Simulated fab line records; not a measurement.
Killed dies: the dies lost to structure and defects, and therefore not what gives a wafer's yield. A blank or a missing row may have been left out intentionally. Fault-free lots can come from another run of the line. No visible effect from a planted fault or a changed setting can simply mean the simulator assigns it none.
Split-lot study	flow n5-finfet	21 wafers read from 7 lots, route of 1938 steps

SPLIT DETAILS
At N5_BEOL_M6_TRENCH_ETCH_37 (etches SiCOH lowk in C4F6/O2, target depth 94.435 nm, time 31.5 s), the setting time-s was moved away from the recipe's 31.5 s on 6 of the 21 wafers read, by -7.9% to +16.3%. For the rest of the wafers, this setting stayed at what the recipe calls for.

FROM THE SPLIT TO THE READING: what the file shows between them, 11 steps
- N5_BEOL_M6_ETCH_41: etches SiCN in CH3F/O2, target depth 29.7 nm, time 52 s
- N5_BEOL_M6_STRIP_80: strips in N2/H2, time 10 s
- N5_BEOL_M6_OCD_MEAS_38
- N5_BEOL_M6_HM_STRIP_39: strips TiN in peroxide tin strip, target depth 25 nm, time 158 s
- N5_BEOL_M6_SRD_40: time 30 s
- N5_BEOL_M6_ECD_50: material Cu, target thk 300 nm
- N5_BEOL_M6_ANNEAL_51: time 90 s
- N5_BEOL_M6_CMP_52: polishes, stops on SiCOH lowk, t overpolish 6.9 s, target thk 80 nm
- N5_BEOL_M6_THK_MEAS_53: measures by xrf
- N5_BEOL_M6_PRE_CLEAN_55: time 15 s
- N5_BEOL_M6_DEP_56: deposits SiCN from 3MS/NH3, target thk 10 nm, time 17.5 s

THE READING
M6_RS (ohm/sq), read at N5_BEOL_M6_RS_MEAS_57 with a four-point probe. Typical for fault-free wafers on this fab line: 0.287 ohm/sq, with standard deviation 0.0071 ohm/sq.

wafer	tool, chamber at the split	time-s as run, s	against the recipe	M6_RS, ohm/sq	against lot-mates on the recipe
L083.1	rie-diel-05, 2	36.65	+16.3%	0.230	-0.053
L083.3	rie-diel-05, 0	36.65	+16.3%	0.229	-0.054
L083.6	rie-diel-05, 2	31.5	recipe	0.283	-
L085.1	rie-diel-02, 2	29.02	-7.9%	0.314	+0.032
L085.5	rie-diel-02, 3	31.5	recipe	0.278	-
L085.6	rie-diel-02, 0	31.5	recipe	0.286	-
L086.2	rie-diel-02, 0	31.5	recipe	0.284	-
L086.4	rie-diel-02, 3	34.28	+8.8%	0.245	-0.039
L086.6	rie-diel-02, 2	34.28	+8.8%	0.254	-0.030
L089.1	rie-diel-05, 1	31.5	recipe	0.287	-
L089.3	rie-diel-05, 3	31.5	recipe	0.299	-
L089.5	rie-diel-05, 3	31.5	recipe	0.296	-
L093.1	rie-diel-05, 3	31.5	recipe	0.292	-
L093.4	rie-diel-05, 1	31.5	recipe	0.283	-
L093.6	rie-diel-05, 0	31.5	recipe	0.285	-
L079.1	rie-diel-05, 1	31.5	recipe	0.283	-
L079.2	rie-diel-05, 3	31.5	recipe	0.297	-
L079.3	rie-diel-05, 2	34.7	+10.2%	0.241	-0.049
L096.1	rie-diel-04, 0	31.5	recipe	0.281	-
L096.3	rie-diel-04, 3	31.5	recipe	0.275	-
L096.5	rie-diel-04, 3	31.5	recipe	0.275	-

FIT RESULTS
A straight line over all 21 wafers: M6_RS changes by -0.00366 ohm/sq for each +1% of time-s; r = -0.95; the points scatter about the line by 0.007 ohm/sq.
The same after taking each lot's own level away (the mean of its wafers on the recipe; 21 wafers): -0.00363 ohm/sq for each +1%; r = -0.97; scatter 0.0054 ohm/sq.
On that fit, the largest move of time-s shifts the reading by 0.059 ohm/sq.
Measured against the standard deviation above, the lots' own levels, which go from 0.2770 to 0.2940 ohm/sq, span 2.4 times it.
The two slopes are in agreement: the lot-to-lot level therefore moves the slope only a little.
Check: for one of the wafers moved furthest among these (+16.3%), held out of the fit, the line's prediction against its lot-mates is -0.0623 ohm/sq. It came out at -0.053 ohm/sq against them.

OTHER SPLITS ON THESE WAFERS
Note: prior to the reading, these wafers also went through further splits. Each is held against what the fit with the lots' levels taken away leaves over:
other split on the same wafers	wafers away from the commonest value	r with M6_RS (lot level and that fit taken away)
N5_BEOL_M5_EXPOSE_25 dose-mj	10	+0.34
N5_BEOL_M5_ETCH_68 time-s	7	-0.17
N5_BEOL_M6_ETCH_66 bias-w	3	+0.18

THE WHOLE CHAIN: every reading that the file lists as answering this split, in the file's order
step	what it does	reading	change (the file's fit)	r (the file's)
N5_BEOL_M6_TRENCH_ETCH_37	etches SiCOH lowk in C4F6/O2, target depth 94.435 nm, time 31.5 s	BEOL_M6.feature-depth-nm (the simulator's own value, which no gauge read)	+1.05 nm for each +1% of the setting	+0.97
N5_BEOL_M6_TRENCH_ETCH_37	etches SiCOH lowk in C4F6/O2, target depth 94.435 nm, time 31.5 s	etch.depth-nm (the simulator's own value, which no gauge read)	+1.05 nm for each +1% of the setting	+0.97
N5_BEOL_M6_TRENCH_ETCH_37	etches SiCOH lowk in C4F6/O2, target depth 94.435 nm, time 31.5 s	TiN_of_BEOL_M6_HM_DEP_02.thk-nm (the simulator's own value, which no gauge read)	-0.0387 nm for each +1% of the setting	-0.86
N5_BEOL_M6_OCD_MEAS_38		trench-depth-nm	+1.04 nm for each +1% of the setting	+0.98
N5_BEOL_M6_CMP_52	polishes, stops on SiCOH lowk, t overpolish 6.9 s, target thk 80 nm	Cu_of_BEOL_M6_ECD_50.thk-nm (the simulator's own value, which no gauge read)	+1.06 nm for each +1% of the setting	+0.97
N5_BEOL_M6_THK_MEAS_53	measures by xrf	M6_THK	+1.05 for each +1% of the setting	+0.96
N5_BEOL_M6_RS_MEAS_57	measures by four-point-probe	M6_RS	-0.00377 for each +1% of the setting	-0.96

FILE'S OWN FIT
M6_RS changes by -0.00377 ohm/sq for each +1% of time-s, r = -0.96.
